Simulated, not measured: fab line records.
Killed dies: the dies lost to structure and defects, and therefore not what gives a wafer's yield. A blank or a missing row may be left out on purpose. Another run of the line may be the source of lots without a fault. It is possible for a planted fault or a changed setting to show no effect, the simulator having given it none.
Chamber matching	flow n5-finfet	4 sister chambers for N5_BEOL_M5_ETCH_75 on rie-diel-01
The step etches underlayer in N2/H2, target depth 6.5 nm, time 5.2 s. 8 wafers are shown with their chamber, then 12 later ones without.

## WAFERS WITH THEIR CHAMBER
wafer	chamber	showerhead-plenum-p-Torr (Torr)	drypump-motor-current-A (A)
L085.1	3	2.58	5.4
L085.6	0	2.69	5.1
L086.1	3	2.58	5.4
L086.2	2	2.50	5.5
L086.3	1	2.69	5.9
L089.1	1	2.68	6.0
L089.2	2	2.50	5.6
L089.5	0	2.68	5.0

## WAFERS WITH NO CHAMBER GIVEN
wafer	showerhead-plenum-p-Torr (Torr)	drypump-motor-current-A (A)
L091.2	2.68	6.0
L091.4	2.50	5.6
L091.5	2.57	5.4
L093.1	2.50	5.5
L093.3	2.68	6.0
L093.6	2.57	5.4
L094.2	2.68	5.1
L094.3	2.49	5.5
L094.5	2.57	5.4
L097.1	2.49	5.6
L097.2	2.68	5.1
L097.3	2.57	5.4

## THE CHAMBER EACH PASSED THROUGH
wafer	from the rows above	in truth
L091.2	1	1
L091.4	2	2
L091.5	3	3
L093.1	2	2
L093.3	1	1
L093.6	3	3
L094.2	0	0
L094.3	2	2
L094.5	3	3
L097.1	2	2
L097.2	0	0
L097.3	3	3
Correctly placed: 12 of 12. Left unplaced by these rows: 0. Wrongly placed: 0.
How it was worked out, from the rows above alone: a wafer's distance from a chamber is the root of the sum, over the readings, of the square of ((its reading less the chamber's mean) divided by the reading's scatter). The wafer belongs to the nearest chamber; if the next one is less than 2 further off, it can't be placed. For every chamber, the mean is computed from those of its wafers that are shown. The scatter: take each reading less its chamber's mean, square it, sum over the shown wafers, divide by the number of wafers less the number of chambers, and take the root.
